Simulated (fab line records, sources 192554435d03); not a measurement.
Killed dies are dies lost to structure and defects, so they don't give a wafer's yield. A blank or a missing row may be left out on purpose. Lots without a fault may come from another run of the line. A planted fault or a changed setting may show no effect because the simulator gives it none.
fab line records | flow n5_finfet
record lots=13 wafers=37 last_day=17
route steps=1938 shown BEOL_M5@1181 BEOL_M6@1201 PASSIVATION@1936
lots that met no fault: from a run of the same line without faults
start_h: hours from the record's first day to the start of the lot's first wafer shown | wait_h: hours since the lot's step before | " the same as in the row above | L1.1+2: a row that stands for several wafers | - no value, or no start given | * or withheld: withheld | < > ~ a bound
route shown NAME@n: a module of which the file shows steps, and the number in the route of the first | usual: mean/standard deviation of fault-free wafers | same: alike in all rows | chamber/n: place in a boat | sites: the reading at each site | _std_site: their standard deviation | _edge_site: outer sites' mean less inner sites' | radius_mm: how far each site lies from the wafer's centre | mask NAME#n: copy n | behind: the tool/chamber that last shaped the wafer | hold: why the lot was held/for how many hours/how that ended | device: the transistor (n, p or np) that didn't switch | end of line: the same wafers' tests at the end of the route | a step without rows: its recipe alone | killed: dies lost to structure and defects at the first sort, not the wafer's yield | map: a wafer's dies, x killed, . not, _ none there
set.NAME: the setting as run; set.NAME@STEP: as run at that earlier step | model.NAME: the simulator's own value behind a step, which no gauge read
steps of the route over a sample of lots; a table a step, a row a wafer
services: from which hour (start_h, from the record's first day; less than 0 if before it) a tool's chamber was out of use, for how many hours, and why
## steps
# step N5_BEOL_M5_SPUTTER_88
# recipe material=Cu target_thk_a=150 temp_c=-20 chamber_pressure_pa=0.07 power_w=withheld time_s=27.62
# usual throttle_valve_pct=30.2/0.95
# columns lot.wafer tool chamber start_h wait_h throttle_valve_pct
L976.1 pvd_sputter-03 - 186.66 0.5 28.8
L976.2 " - " " 29.8
L976.5 " - " " 29.7
L975.2 pvd_sputter-01 - 188.39 0.5 31.3
L975.5 " - " " 28.8
L975.6 " - " " 31.1
L977.1 pvd_sputter-02 - 190.74 0.5 31.4
L977.2 " - " " 30.9
L977.6 " - " " 31.2
L979.1 pvd_sputter-02 - 197.51 0.5 30.5
L979.3 " - " " 30.8
L979.5 " - " " 29.6
L978.4 pvd_sputter-01 - 205.94 0.5 29.0
L978.5 " - " " 31.2
L980.2 pvd_sputter-03 - 218.29 0.5 30.1
L980.4 " - " " 28.6
L980.6 " - " " 29.9
L984.1 pvd_sputter-01 - 238.06 0.5 31.1
L984.6 " - " " 31.0
L983.2 pvd_sputter-02 - 238.26 0.5 31.2
L983.3 " - " " 30.7
L983.6 " - " " 30.5
L986.1 pvd_sputter-03 - 253.49 0.5 28.4
L986.4 " - " " 29.6
L986.6 " - " " 29.9
L988.2 pvd_sputter-01 - 255.65 0.5 31.0
L988.5 " - " " 31.0
L988.6 " - " " 28.9
L987.1 pvd_sputter-02 - 265.90 0.5 29.3
L987.3 " - " " 31.2
L987.6 " - " " 30.5
L992.3 pvd_sputter-02 - 292.70 0.5 29.7
L992.5 " - " " 31.1
L992.6 " - " " 30.2
L994.3 pvd_sputter-01 - 312.25 0.5 31.4
L994.4 " - " " 28.9
L994.5 " - " " 29.1
# step N5_BEOL_M5_CO_CAP_78
# recipe material=Co target_thk_a=20 temp_c=200 precursor=CCTBA/H2 pressure_torr=30 time_s=102.1
# usual heater_power_w=225/13
# columns lot.wafer tool chamber start_h wait_h heater_power_w
L976.1 cvd_co-01 0 188.62 0.0 229
L976.2 " 2 " " 212
L976.5 " 1 " " 225
L975.2 cvd_co-01 2 190.37 0.0 213
L975.5 " 1 " " 230
L975.6 " 0 " " 223
L977.1 cvd_co-01 1 192.70 0.0 224
L977.2 " 2 " " 214
L977.6 " 1 " " 228
L979.1 cvd_co-01 2 199.47 0.0 211
L979.3 " 1 " " 232
L979.5 " 0 " " 224
L978.4 cvd_co-02 2 207.95 0.0 211
L978.5 " 1 " " 247
L980.2 cvd_co-01 0 220.25 0.0 223
L980.4 " 1 " " 226
L980.6 " 2 " " 211
L984.1 cvd_co-02 1 240.25 0.0 254
L984.6 " 2 " " 218
L983.2 cvd_co-01 1 240.32 0.0 226
L983.3 " 0 " " 227
L983.6 " 2 " " 209
L986.1 cvd_co-02 0 255.46 0.0 224
L986.4 " 2 " " 213
L986.6 " 1 " " 249
L988.2 cvd_co-01 0 259.37 0.0 224
L988.5 " 0 " " 228
L988.6 " 1 " " 232
L987.1 cvd_co-01 0 268.09 0.0 231
L987.3 " 2 " " 211
L987.6 " 2 " " 210
L992.3 cvd_co-02 0 294.72 0.0 227
L992.5 " 2 " " 213
L992.6 " 1 " " 257
L994.3 cvd_co-01 0 314.21 0.0 228
L994.4 " 0 " " 227
L994.5 " 1 " " 231
# step N5_BEOL_M5_INSPECT_58
# recipe inspect_instrument=darkfield mode=post_dep
# usual raw_defect_count=61/18
# columns lot.wafer tool chamber start_h wait_h raw_defect_count
L976.1 defect_inspect-02 - 188.83 0.0 81
L976.2 " - " " 89
L976.5 " - " " 55
L975.2 defect_inspect-02 - 190.58 0.0 60
L975.5 " - " " 45
L975.6 " - " " 70
L977.1 defect_inspect-02 - 192.91 0.0 52
L977.2 " - " " 31
L977.6 " - " " 68
L979.1 defect_inspect-02 - 199.70 0.0 101
L979.3 " - " " 62
L979.5 " - " " 74
L978.4 defect_inspect-02 - 208.12 0.0 66
L978.5 " - " " 40
L980.2 defect_inspect-01 - 220.46 0.0 65
L980.4 " - " " 72
L980.6 " - " " 80
L984.1 defect_inspect-01 - 240.49 0.0 83
L984.6 " - " " 80
L983.2 defect_inspect-02 - 240.53 0.0 67
L983.3 " - " " 37
L983.6 " - " " 71
L986.1 defect_inspect-01 - 255.67 0.0 62
L986.4 " - " " 69
L986.6 " - " " 42
L988.2 defect_inspect-02 - 259.58 0.0 53
L988.5 " - " " 59
L988.6 " - " " 72
L987.1 defect_inspect-01 - 268.30 0.0 34
L987.3 " - " " 46
L987.6 " - " " 52
L992.3 defect_inspect-02 - 294.93 0.0 36
L992.5 " - " " 51
L992.6 " - " " 77
L994.3 defect_inspect-02 - 314.42 0.0 66
L994.4 " - " " 57
L994.5 " - " " 82
# step N5_BEOL_M6_COAT_05
# recipe resist=CAR-ArF spin_rpm=1500 resist_thk_nm=90
# usual dispense_pressure_kPa=52/5.2 exhaust_pa=45.0/0.79 spin_speed_rpm=1500.1/1.2
# columns lot.wafer tool chamber start_h wait_h dispense_pressure_kPa exhaust_pa spin_speed_rpm
L976.1 litho_track-04 0 189.99 - 44 44.9 1502.1
L976.2 " 0 " " 44 44.6 1502.8
L976.5 " 0 " " 44 44.4 1502.6
L975.2 litho_track-05 0 192.62 - 51 45.8 1501.2
L975.5 " 0 " " 51 45.1 1502.9
L975.6 " 0 " " 51 45.0 1500.0
L977.1 litho_track-03 0 194.97 - 56 45.4 1498.3
L977.2 " 0 " " 56 44.7 1499.8
L977.6 " 0 " " 56 45.6 1498.4
L979.1 litho_track-05 0 201.66 - 51 44.2 1502.8
L979.3 " 0 " " 51 44.4 1499.5
L979.5 " 0 " " 51 44.6 1498.9
L978.4 litho_track-05 0 209.43 - 51 44.7 1498.6
L978.5 " 0 " " 51 44.3 1501.6
L980.2 litho_track-03 0 222.28 - 57 45.9 1500.2
L980.4 " 0 " " 56 45.0 1499.4
L980.6 " 0 " " 56 44.1 1498.7
L984.1 litho_track-03 0 242.38 - 57 44.9 1499.5
L984.6 " 0 " " 57 44.4 1500.0
L983.2 litho_track-04 0 242.48 - 44 44.3 1501.8
L983.3 " 0 " " 44 44.5 1500.7
L983.6 " 0 " " 44 44.1 1500.0
L986.1 litho_track-03 0 257.38 - 56 45.8 1500.3
L986.4 " 0 " " 56 46.0 1501.1
L986.6 " 0 " " 56 45.2 1500.8
L988.2 litho_track-03 0 261.33 - 56 45.5 1498.5
L988.5 " 0 " " 57 45.0 1501.7
L988.6 " 0 " " 57 44.0 1500.3
L987.1 litho_track-04 0 269.94 - 44 44.3 1499.6
L987.3 " 0 " " 44 45.1 1499.0
L987.6 " 0 " " 44 45.3 1500.7
L992.3 litho_track-03 0 296.58 - 56 44.4 1402.8
L992.5 " 0 " " 56 45.5 1402.1
L992.6 " 0 " " 56 43.8 1404.6
L994.3 litho_track-03 0 315.80 - 56 44.8 1403.2
L994.4 " 0 " " 56 43.1 1402.3
L994.5 " 0 " " 56 43.5 1402.0
# step N5_PASSIVATION_PROBE_49
# usual defect_limited_yield=91.1/1.5 killed_at_M0_to_M3=35/11 killed_at_M4_up=13/5.7 killed_at_contacts=12/5.7 killed_at_front_end=40/11 killed_at_other=4/4.4 killed_dies=105/18 killed_open=68/14 killed_short=34/7.4 sort_bin_5_function=5.2/1 sort_bin_6_memory=3.3/0.67 sort_bin_8_speed=0.04/0.29 sort_n_pass=1074/18 sort_yield_pct=91.0/1.5
# same gross_dies=1180 killed_at_back_side=0 sort_bin_4_leakage[%]=0
# columns lot.wafer tool chamber start_h wait_h defect_limited_yield[%] killed_at_M0_to_M3 killed_at_M4_up killed_at_contacts killed_at_front_end killed_at_other killed_dies killed_open killed_short sort_bin_5_function[%] sort_bin_6_memory[%] sort_bin_8_speed[%] sort_n_pass sort_yield_pct[%]
L992.3 prober-01 - 391.98 0.1 87.1 42 18 14 31 47 152 66 38 10.1 2.6 0 1028 87.1
L992.5 prober-01 - 392.08 0.2 89.7 43 12 18 20 29 122 59 36 7.1 2.8 0 1058 89.7
L992.6 prober-01 - 392.13 0.3 90.2 47 13 9 29 18 116 61 35 6.4 3.1 0 1064 90.2
L994.3 prober-02 - 401.41 0.1 90.8 31 5 12 44 16 108 52 46 5.6 3.1 0 1072 90.8
L994.4 prober-02 - 401.46 0.2 83.7 32 7 30 42 81 192 80 32 11.9 4.1 0 988 83.7
L994.5 prober-02 - 401.51 0.2 83.0 25 13 17 40 106 201 63 40 13.7 3.1 0 979 83.0
# killed by level:class
L992.3 MIM_TOP_ETCH:area_etch=47 MOL_CONTACT_COAG:geometric_particle:open=10 BEOL_M1:geometric_particle:open=9 BEOL_M0_SAQP:geometric_particle:open=8 BEOL_M3:geometric_particle:open=7 BEOL_M0_SAQP:geometric_particle:short=6 BEOL_M4:geometric_particle:open=6 BEOL_M2:geometric_particle:open=6
L992.5 MIM_TOP_ETCH:area_etch=27 MOL_CONTACT_COAG:geometric_particle:open=15 BEOL_M0_SAQP:geometric_particle:short=12 BEOL_M2:geometric_particle:open=9 BEOL_M0_SAQP:geometric_particle:open=8 BEOL_M1:geometric_particle:open=5 BEOL_M4:geometric_particle:short=4 FIN_SAQP:geometric_particle:short=3
L992.6 MIM_TOP_ETCH:area_etch=17 BEOL_M3:geometric_particle:open=16 BEOL_M0_SAQP:geometric_particle:open=9 MOL_CONTACT_COAG:geometric_particle:open=8 BEOL_M4:geometric_particle:short=8 BEOL_M0_SAQP:geometric_particle:short=7 STI_FIN_REVEAL:geometric_particle:open=6 BEOL_M1:geometric_particle:short=6
L994.3 MOL_CONTACT_COAG:geometric_particle:open=9 FIN_SAQP:geometric_particle:short=8 GATE_CUT:geometric_particle:short=8 PASSIVATION:area_etch=8 STI_FIN_REVEAL:geometric_particle:open=7 BEOL_M0_SAQP:geometric_particle:open=7 BEOL_M0_SAQP:geometric_particle:short=6 BEOL_M1:geometric_particle:open=5
L994.4 PASSIVATION:area_etch=78 MOL_CONTACT_COAG:geometric_particle:open=24 STI_FIN_REVEAL:geometric_particle:open=16 BEOL_M0:geometric_particle:open=10 FIN_SAQP:geometric_particle:short=8 BEOL_M1:geometric_particle:open=8 MOL_CONTACT_COAG:geometric_particle:short=6 STI_FIN_REVEAL:geometric_particle:short=5
L994.5 PASSIVATION:area_etch=97 MOL_CONTACT_COAG:geometric_particle:open=15 GATE_CUT:geometric_particle:short=7 FIN_SAQP:geometric_particle:short=6 STI_FIN_REVEAL:geometric_particle:open=6 BEOL_M0_SAQP:geometric_particle:open=6 BEOL_M1:geometric_particle:open=5 BEOL_M4:geometric_particle:short=5
## services
# columns tool chamber start_h hours kind
pvd_sputter-02 - 177.09 4.0 repair
cvd_co-02 - 257.77 2.8 pm
cvd_co-02 0 288.99 4.1 repair
## key
first_sign step=N5_BEOL_M6_COAT_05 reading=spin_speed_rpm direction=down sigmas=80 usual=* struck=*
effect none on later readings
met_at N5_BEOL_M6_COAT_05
struck_lots L992,L994
baseline_loss step=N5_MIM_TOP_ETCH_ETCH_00 wafers=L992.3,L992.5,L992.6
baseline_loss step=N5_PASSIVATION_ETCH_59 wafers=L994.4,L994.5
not_acting_at N5_BEOL_M5_SPUTTER_88,N5_BEOL_M5_CO_CAP_78,N5_BEOL_M5_INSPECT_58
onset_between 261.33 296.58
fault kind=process_parameter_drift tool=litho_track-03 chamber=- onset_h=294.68 steps=N5_BEOL_M6_COAT_05 channel=spin_rpm offset=* shape=step end_h=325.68 acts_in=* stated=*
# baseline_loss: these wafers lose ten dies or more at that step, a loss of the line's own and not of a fault; the sort's usual values leave them out
